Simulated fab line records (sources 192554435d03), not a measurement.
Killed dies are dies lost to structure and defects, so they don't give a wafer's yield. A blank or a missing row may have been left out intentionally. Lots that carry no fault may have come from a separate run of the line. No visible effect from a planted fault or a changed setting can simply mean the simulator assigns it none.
Split-lot experiment -- flow n5Finfet -- 7 lots, 39 wafers read, on a route of 1938 steps

ON THE SPLIT
At N5_HKMG_FIN_ETCH_54 (etches SiARC in CF4, target depth 45.5 nm, time 75.8 s), the setting sourceW was moved away from the recipe's 545 W on 12 of the 39 wafers read, by -10.6% to +17.4%. All remaining wafers had this setting at the recipe value.

The split's own step is where the reading is taken.

THE READING
rfVppV, in V, at N5_HKMG_FIN_ETCH_54 (etches SiARC in CF4, target depth 45.5 nm, time 75.8 s). On this fab line, fault-free wafers typically give 184.1 V with a standard deviation of 1.1 V.

wafer,"tool, chamber at the split","sourceW as run, W",against the recipe,"rfVppV, V",against lot-mates on the recipe
L075.1,"rieDiel-06, 2",545,recipe,185.8,-
L075.2,"rieDiel-06, 0",622.9,+14.3%,176.2,-8.6
L075.3,"rieDiel-06, 1",622.9,+14.3%,176.0,-8.8
L075.4,"rieDiel-06, 1",622.9,+14.3%,175.4,-9.4
L075.5,"rieDiel-06, 2",545,recipe,183.9,-
L075.6,"rieDiel-06, 0",545,recipe,184.6,-
L076.2,"rieDiel-04, 0",545,recipe,184.9,-
L076.5,"rieDiel-04, 3",545,recipe,182.1,-
L076.6,"rieDiel-04, 0",545,recipe,186.7,-
L080.1,"rieDiel-06, 2",545,recipe,184.0,-
L080.2,"rieDiel-06, 1",545,recipe,183.8,-
L080.3,"rieDiel-06, 0",545,recipe,183.9,-
L080.4,"rieDiel-06, 0",545,recipe,183.9,-
L080.5,"rieDiel-06, 1",545,recipe,184.0,-
L080.6,"rieDiel-06, 2",545,recipe,184.9,-
L089.1,"rieDiel-06, 0",487.2,-10.6%,191.7,+7.7
L089.2,"rieDiel-06, 2",545,recipe,184.3,-
L089.3,"rieDiel-06, 1",487.2,-10.6%,188.8,+4.8
L089.4,"rieDiel-06, 2",487.2,-10.6%,191.1,+7.1
L089.5,"rieDiel-06, 0",545,recipe,185.0,-
L089.6,"rieDiel-06, 1",545,recipe,182.7,-
L092.1,"rieDiel-02, 3",545,recipe,184.2,-
L092.2,"rieDiel-02, 0",639.9,+17.4%,172.3,-11.7
L092.3,"rieDiel-02, 1",545,recipe,184.6,-
L092.4,"rieDiel-02, 2",639.9,+17.4%,175.5,-8.5
L092.5,"rieDiel-02, 3",545,recipe,183.1,-
L092.6,"rieDiel-02, 0",639.9,+17.4%,173.4,-10.6
L093.1,"rieDiel-02, 2",545,recipe,182.9,-
L093.2,"rieDiel-02, 1",545,recipe,185.4,-
L093.3,"rieDiel-02, 0",545,recipe,182.2,-
L093.4,"rieDiel-02, 3",545,recipe,183.6,-
L093.5,"rieDiel-02, 2",545,recipe,184.1,-
L093.6,"rieDiel-02, 1",545,recipe,184.2,-
L097.1,"rieDiel-02, 3",545,recipe,183.6,-
L097.2,"rieDiel-02, 0",545,recipe,182.1,-
L097.3,"rieDiel-02, 1",545,recipe,184.7,-
L097.4,"rieDiel-02, 1",634,+16.3%,175.1,-8.4
L097.5,"rieDiel-02, 0",634,+16.3%,173.3,-10.2
L097.6,"rieDiel-02, 3",634,+16.3%,174.3,-9.2

THE FIT
A straight line over all 39 wafers: rfVppV changes by -0.594 V for each +1% of sourceW; r = -0.97; the points scatter about the line by 1.1 V.
The same after taking each lot's own level away (the mean of its wafers on the recipe; 39 wafers): -0.594 V for each +1%; r = -0.98; scatter 1 V.
According to that fit, moving sourceW by its largest amount changes the reading by 10 V.
The span of the lots' own levels, 183.47 to 184.77 V, comes to 1.2 times the standard deviation stated above.
So the lot-to-lot level changes the slope little: the two slopes agree.
Check: -10.1 V against its lot-mates is what the line predicts for one of the wafers moved furthest among these (+17.4%) when that wafer is left out of the fit. It came out at -11.7 V against them.
Tool readings at the split's step, against how far the setting was moved: etchRfOnTimeS r = -0.93; rfVppV r = -0.97.

ADDITIONAL SPLITS CARRIED BY THESE WAFERS
Before the reading, these wafers also passed through other splits. Each is held against what the fit with the lots' levels taken away leaves over:
other split on the same wafers,wafers away from the commonest value,r with rfVppV (lot level and that fit taken away)
N5_FIN_SAQP_HM_DEP_03 targetThkA,15,-0.04
N5_FIN_SAQP_ETCH_65 timeS,12,-0.14
N5_STI_FIN_REVEAL_ETCHBACK_08 targetDepthA,18,-0.03

THE WHOLE CHAIN: every reading that the file lists as answering this split, in the file's order
step,what it does,reading,change (the file's fit),r (the file's)
N5_HKMG_FIN_ETCH_54,"etches SiARC in CF4, target depth 45.5 nm, time 75.8 s",etchRfOnTimeS,withheld for each +1% of the setting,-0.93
N5_HKMG_FIN_ETCH_54,"etches SiARC in CF4, target depth 45.5 nm, time 75.8 s",rfVppV,-0.592 V for each +1% of the setting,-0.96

FILE'S OWN FIT
rfVppV changes by -0.592 V for each +1% of sourceW, r = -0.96.
